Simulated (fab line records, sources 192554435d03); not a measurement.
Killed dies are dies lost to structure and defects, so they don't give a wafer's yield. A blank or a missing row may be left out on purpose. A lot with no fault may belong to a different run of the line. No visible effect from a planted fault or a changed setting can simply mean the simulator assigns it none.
A struck lot beside a sound one + flow n5_finfet + 35 steps out of a route of 1938
Sound: wafers L615.2, L615.3, L615.6. Struck: wafer L618.4 (L618.2, L618.3, from the same lot, were not struck and are left out); the cause is given at the end.
Each step with rows lists, per side, the tool, then ch with its chambers, then its first start. Under that, the readings that differ: sound wafers + struck wafers + difference of the means + sigmas: that difference in standard deviations of wafers without a fault.
alike: same words and numbers on both sides, and readings whose means sit less than 2 such deviations apart. not compared: any withheld reading, any reading some wafer has no value for, any bound like >300 that may hide the same value, and any number with overlapping values for which the record gives no deviation.
The two part at a step that has a row with sigmas, a row that says differs or no value, or rows on one side only. Numbers that have no deviation but don't overlap get no sigmas and don't part them. A reading missing from all wafers of one side parts the sides only when that side holds two or more wafers.

first, 9 steps without rows for these wafers: N5_FIN_SAQP_PRECLEAN_42 (cleans in O3/DIW, time 60 s); N5_FIN_SAQP_PRECLEAN_00 (cleans in SC1, time 60 s); N5_FIN_SAQP_PRECLEAN_44 (cleans in SC2, time 45 s); N5_FIN_SAQP_SRD_01 (time 30 s); N5_FIN_SAQP_ALD_61 (deposits SiO2, target thk 4 nm, pulse time 1 s, purge time 2 s); N5_FIN_SAQP_DENSIFY_62 (time 60 s); N5_FIN_SAQP_HM_DEP_03 (deposits SiNx from SiH4/NH3/N2, target thk 38 nm, time 33.6 s); N5_FIN_SAQP_PECVD_47 (deposits a-Si from SiH4/He, target thk 45 nm, time 36.3 s); N5_FIN_SAQP_PECVD_48 (deposits SiNx from SiH4/NH3/N2, target thk 25 nm, time 22.1 s).
N5_FIN_SAQP_PECVD_06: deposits a-Si from SiH4/He, target thk 60 nm, time 48.1 s.
  sound on pecvd-04 ch 0,1, day 4 04:11; struck on pecvd-04 ch 2, day 4 21:59
| reading                                     | sound             | struck | difference | sigmas |
|---------------------------------------------|-------------------|--------|------------|--------|
| throttle_valve_pct (%)                      | 16.4 17.3 17.4    | 18.8   | +1.8       | +2     |
| model.a-Si_of_FIN_SAQP_PECVD_06.thk_nm (nm) | 58.76 59.91 59.85 | 80.19  | +20.68     |        |
  alike: heater_power_w, rf_fwd_power_W, showerhead_plenum_p_Torr
N5_FIN_SAQP_THK_MEAS_07:
  struck on film_metro-01, day 4 22:04; sound on film_metro-02, day 4 04:19
| reading     | sound          | struck | difference | sigmas |
|-------------|----------------|--------|------------|--------|
| thk_nm (nm) | 58.7 59.9 59.9 | 80.2   | +20.7      | +26    |
then, 15 steps without rows for these wafers: N5_FIN_SAQP_HM_DEP_72 (deposits SiO2 from SiH4/N2O, target thk 12 nm, time 7.2 s); N5_FIN_SAQP_COAT_49 (time 60 s, resist thk 100 nm); N5_FIN_SAQP_COAT_50 (time 60 s, resist thk 35 nm); N5_FIN_SAQP_COAT_10 (resist thk 90 nm); N5_FIN_SAQP_EBR_12; N5_FIN_SAQP_SOFTBAKE_11 (time 60 s); N5_FIN_SAQP_EXPOSE_13 (exposes mask FIN CORE, target cd 35.6 nm); N5_FIN_SAQP_PEB_14 (peb time 60 s); N5_FIN_SAQP_DEVELOP_15 (develop time 30 s); N5_FIN_SAQP_DESCUM_21 (chemistry O2, time 7.9 s); N5_FIN_SAQP_ETCH_51 (etches SiARC in CF4, target depth 45.5 nm, time 75.8 s); N5_FIN_SAQP_ETCH_52 (etches SOC in N2/H2, target depth 100 nm, overetch 20 nm, time 150 s); N5_FIN_SAQP_STRIP_53 (strips in N2/H2); N5_FIN_SAQP_HM_OPEN_73 (chemistry CHF3/O2, target SiO2, stops on a-Si, target depth 12 nm, time 16.8 s); N5_FIN_SAQP_STRIP_74 (strips in CHF3/O2).
N5_FIN_SAQP_MANDREL_ETCH_22: etches a-Si in HBr/Cl2, stops on SiNx, target depth 60 nm, bt time 10 s, time 30 s.
  sound on rie_si-05 ch 0,1,3, day 4 05:11; struck on rie_si-05 ch 0, day 4 22:56
| reading                  | sound             | struck | difference | sigmas |
|--------------------------|-------------------|--------|------------|--------|
| oes_product_au (a.u.)    | 0.773 0.795 0.760 | 0.942  | +0.166     | +11    |
| model.etch.depth_nm (nm) | 58.76 59.91 59.85 | 80.19  | +20.68     |        |
  alike: drypump_motor_current_A, he_backside_leak_sccm, rf_fwd_power_W, throttle_valve_pct
  not compared: rf_hours_counter_h
then, 5 steps without rows for these wafers: N5_FIN_SAQP_STRIP_55 (strips in N2/H2); N5_FIN_SAQP_STRIP_23 (strips in SPM, time 750 s); N5_FIN_SAQP_SRD_66 (time 30 s); N5_FIN_SAQP_RECESS_75 (chemistry HF/NH3, target SiO2, target depth 14.4 nm, afs cycles 3, sublimation time 60 s); N5_FIN_SAQP_SPACER1_ALD_24 (deposits SiO2, target thk 20.3 nm, pulse time 1 s, purge time 2 s).
N5_FIN_SAQP_SPACER1_ETCHBACK_25: etches SiO2 in CHF3/O2, target depth 24.4 nm, time 12.2 s.
  sound on rie_diel-05 ch 0,1, day 4 07:28; struck on rie_diel-06 ch 1, day 5 00:55
| reading                                     | sound       | struck | difference | sigmas |
|---------------------------------------------|-------------|--------|------------|--------|
| drypump_motor_current_A (A)                 | 5.1 5.6 5.6 | 6.4    | +1.0       | +2     |
| model.a-Si_of_FIN_SAQP_PECVD_06.thk_nm (nm) | 57.8 59 59  | 79.2   | +20.6      |        |
  alike: oes_product_au, rf_fwd_power_W, rf_vpp_V, showerhead_plenum_p_Torr, throttle_valve_pct
  not compared: rf_hours_counter_h
then, 1 step without rows for these wafers: N5_FIN_SAQP_MANDREL1_REMOVE_56 (chemistry HBr/Cl2/O2, target a-Si, stops on SiNx, bt time 10 s).
-- the record jumps here: 6 days lie between the struck wafers' starts before and after (it left off in module FIN_SAQP and takes up again in module BEOL_M4, whose first step shown is number 1111 of the route) --
N5_BEOL_M4_RC_MEAS_101:
  sound on prober-02 ch 0, day 10 06:39; struck on prober-02 ch 0, day 11 06:29
| reading       | sound          | struck | difference | sigmas |
|---------------|----------------|--------|------------|--------|
| DIBL_N (mV/V) | 35.9 32.5 35.2 | 37.7   | +3.2       | +2     |
  alike: DIBL_P, IOFF_N, IOFF_P, ION_N, ION_P, SS_N, SS_P, VT_N, VT_P

== WHERE THEY PART ==
At N5_FIN_SAQP_PECVD_06 first; at N5_BEOL_M4_RC_MEAS_101 last (within this record only).

WHY: the cause the simulator had injected
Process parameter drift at N5_FIN_SAQP_PECVD_06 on pecvd-04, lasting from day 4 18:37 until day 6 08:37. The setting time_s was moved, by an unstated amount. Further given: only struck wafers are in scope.
